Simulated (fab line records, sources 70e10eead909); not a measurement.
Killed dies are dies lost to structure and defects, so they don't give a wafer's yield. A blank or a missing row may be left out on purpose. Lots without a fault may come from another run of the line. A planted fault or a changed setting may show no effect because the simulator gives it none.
Chamber matching | flow nand_harc | NHARC_A_CHANNEL_HOLE_D1_ETCH_44 on rie_diel-02: 4 sister chambers
The step etches the open film in CF4/O2, target depth 140 nm, overetch 14 nm, time 77 s. 16 wafers are shown with their chamber, then 8 later ones without.

WAFERS WITH THEIR CHAMBER
wafer  | chamber | o2_flow_sccm (sccm) | oes_product_au (a.u.) | rf_vpp_V (V)
L766.2 | 0       | 19.92               | 1.017                 | 195.6
L766.3 | 2       | 20.03               | 1.009                 | 195.3
L766.6 | 0       | 19.92               | 1.022                 | 196.0
L767.2 | 3       | 19.99               | 0.986                 | 197.2
L767.5 | 3       | 20.00               | 0.981                 | 197.8
L767.6 | 2       | 20.06               | 1.008                 | 197.4
L774.1 | 2       | 20.13               | 0.979                 | 196.0
L774.4 | 0       | 19.90               | 1.008                 | 196.9
L774.6 | 0       | 19.92               | 1.006                 | 196.5
L775.1 | 3       | 19.98               | 1.000                 | 198.5
L775.4 | 1       | 19.94               | 1.021                 | 198.4
L775.6 | 2       | 20.03               | 0.982                 | 197.5
L776.1 | 2       | 20.10               | 0.976                 | 195.8
L776.2 | 1       | 20.02               | 1.026                 | 199.9
L776.6 | 2       | 19.98               | 0.980                 | 196.8
L782.1 | 1       | 19.98               | 1.037                 | 198.8

SIGNATURES (means of the wafers above)
reading        | chamber 0 | chamber 1 | chamber 2 | chamber 3 | scatter within a chamber
o2_flow_sccm   | 19.9150   | 19.9800   | 20.0550   | 19.9900   | 0.039
oes_product_au | 1.01325   | 1.02800   | 0.98900   | 0.98900   | 0.0118
rf_vpp_V       | 196.250   | 199.033   | 196.467   | 197.833   | 0.769
Rule: a wafer's distance from a chamber is the root of the sum, over the readings, of the square of ((its reading less the chamber's mean) divided by the reading's scatter). The wafer belongs to the nearest chamber; if the next one is less than 2 further off, it can't be placed. The scatter: the root of (the sum of the squares of (reading less its chamber's mean) over the shown wafers, divided by (wafers less chambers)).

WAFERS WITHOUT THEIR CHAMBER
wafer  | o2_flow_sccm (sccm) | oes_product_au (a.u.) | rf_vpp_V (V)
L782.3 | 19.97               | 0.988                 | 197.5
L782.6 | 20.07               | 1.026                 | 195.3
L783.1 | 19.99               | 0.982                 | 195.5
L783.4 | 20.07               | 1.015                 | 198.1
L783.5 | 19.95               | 0.972                 | 196.0
L785.2 | 20.05               | 1.001                 | 197.9
L785.4 | 20.04               | 0.978                 | 196.7
L785.5 | 19.96               | 0.997                 | 197.9

WHICH CHAMBER EACH WENT THROUGH
wafer  | from the rows above               | in truth
L782.3 | can't be placed: 3 or 2           | 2
L782.6 | can't be placed: 2 or 0 or 3 or 1 | 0
L783.1 | can't be placed: 2 or 3 or 0      | 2
L783.4 | can't be placed: 1 or 3 or 2 or 0 | 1
L783.5 | can't be placed: 3 or 2 or 0      | 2
L785.2 | can't be placed: 3 or 2 or 1      | 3
L785.4 | can't be placed: 2 or 3           | 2
L785.5 | can't be placed: 3 or 0           | 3
Placed correctly: 0 of 8. Can't be placed from these rows: 8 (the true chamber is among the candidates in 8). Placed wrongly: 0.
